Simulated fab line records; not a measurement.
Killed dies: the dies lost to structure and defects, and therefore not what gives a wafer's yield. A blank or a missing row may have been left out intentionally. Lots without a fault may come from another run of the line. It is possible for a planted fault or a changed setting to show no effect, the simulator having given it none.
Which tool is to blame? | flow n5_finfet | 13 lots with 39 wafers sampled at 2 steps, on a route of 1938 steps

WHAT THE GAUGES SHOWED, per wafer
N5_ZERO_LAYER_INSPECT_20: inspects for defects (darkfield).
lot  | measured    | on                | raw_defect_count
L527 | day 1 20:50 | defect_inspect-02 | 47 66 66
L528 | day 2 01:55 | defect_inspect-01 | 28 25 10
L529 | day 2 07:15 | defect_inspect-02 | 20 32 27
L531 | day 2 19:17 | defect_inspect-02 | 18 30 41
L532 | day 3 01:16 | defect_inspect-02 | 51 25 55
L538 | day 4 13:29 | defect_inspect-02 | 31 16 24
L541 | day 5 07:29 | defect_inspect-02 | 28 27 28
L542 | day 5 13:28 | defect_inspect-02 | 26 35 47
L543 | day 5 19:23 | defect_inspect-02 | 12 37 47
L544 | day 6 01:32 | defect_inspect-01 | 22 31 19
L545 | day 6 07:23 | defect_inspect-02 | 21 15 23
L548 | day 7 01:26 | defect_inspect-02 | 15 21 8
L549 | day 7 07:24 | defect_inspect-02 | 38 50 18

TOOL THAT RAN EACH LOT (tool first, then ch and the chambers of the sampled wafers, then the start)
lot  | N5_ZERO_LAYER_STRIP_24
L527 | plasma_asher-01 ch 0,1, day 1 20:28
L528 | plasma_asher-01 ch 0,1, day 2 01:33
L529 | plasma_asher-02 ch 0,1, day 2 06:53
L531 | plasma_asher-02 ch 0,1, day 2 18:57
L532 | plasma_asher-01 ch 0,1, day 3 00:55
L538 | plasma_asher-02 ch 0,1, day 4 13:07
L541 | plasma_asher-02 ch 1, day 5 07:07
L542 | plasma_asher-02 ch 0,1, day 5 13:07
L543 | plasma_asher-01 ch 0,1, day 5 19:01
L544 | plasma_asher-02 ch 0,1, day 6 01:11
L545 | plasma_asher-01 ch 0,1, day 6 07:01
L548 | plasma_asher-01 ch 0,1, day 7 01:04
L549 | plasma_asher-02 ch 0,1, day 7 07:04
- N5_ZERO_LAYER_STRIP_24: strips in O2.

AS READ BY THE TOOLS THEMSELVES (means over the sampled wafers that have a number; for cases with no such wafer, the mark the record gives instead)
N5_ZERO_LAYER_STRIP_24.
lot  | tool            | drypump_motor_current_A (A) | heater_power_w (W) | oes_product_au (a.u.) | strip_time_to_endpoint_s (s)
L527 | plasma_asher-01 | 6.13                        | 324                | 0.643                 | 43.86
L528 | plasma_asher-01 | 5.98                        | 311                | 0.649                 | 43.79
L529 | plasma_asher-02 | 5.80                        | 385                | 0.645                 | 43.76
L531 | plasma_asher-02 | 5.86                        | 366                | 0.648                 | 43.82
L532 | plasma_asher-01 | 6.09                        | 317                | 0.645                 | 43.81
L538 | plasma_asher-02 | 5.81                        | 382                | 0.649                 | 43.97
L541 | plasma_asher-02 | 5.77                        | 401                | 0.642                 | 43.81
L542 | plasma_asher-02 | 5.81                        | 387                | 0.647                 | 43.85
L543 | plasma_asher-01 | 6.13                        | 324                | 0.649                 | 43.79
L544 | plasma_asher-02 | 5.87                        | 358                | 0.642                 | 43.86
L545 | plasma_asher-01 | 6.10                        | 319                | 0.650                 | 43.92
L548 | plasma_asher-01 | 5.94                        | 319                | 0.648                 | 43.88
L549 | plasma_asher-02 | 5.79                        | 379                | 0.647                 | 43.82

THE ANSWER, worked out from the rows above alone
Rule: usual is defined by the lots themselves. Put in order of their means at a reading, lots are off if they are a third of the lots or fewer, leave a main group of 4 or more, and stand apart from it by a gap of 3 or more times the standard deviation of the main group's means; of several such gaps the widest counts. A main group whose means are all the same, to the digits that the tables above print for the reading, isn't used. A lot without any number at a reading at which 4 lots or more have one is off too. Any other lot the step has rows for is counted as sound. First the gauges in route order, then the tools' own readings, where a lot's mean is used as printed above. At the first step where some lot is off, the reading lying furthest off is the one used; lots without a number count as furthest.
None of the lots is off at any reading shown; this tells nothing.

WHAT THE SIMULATOR HAD PUT IN
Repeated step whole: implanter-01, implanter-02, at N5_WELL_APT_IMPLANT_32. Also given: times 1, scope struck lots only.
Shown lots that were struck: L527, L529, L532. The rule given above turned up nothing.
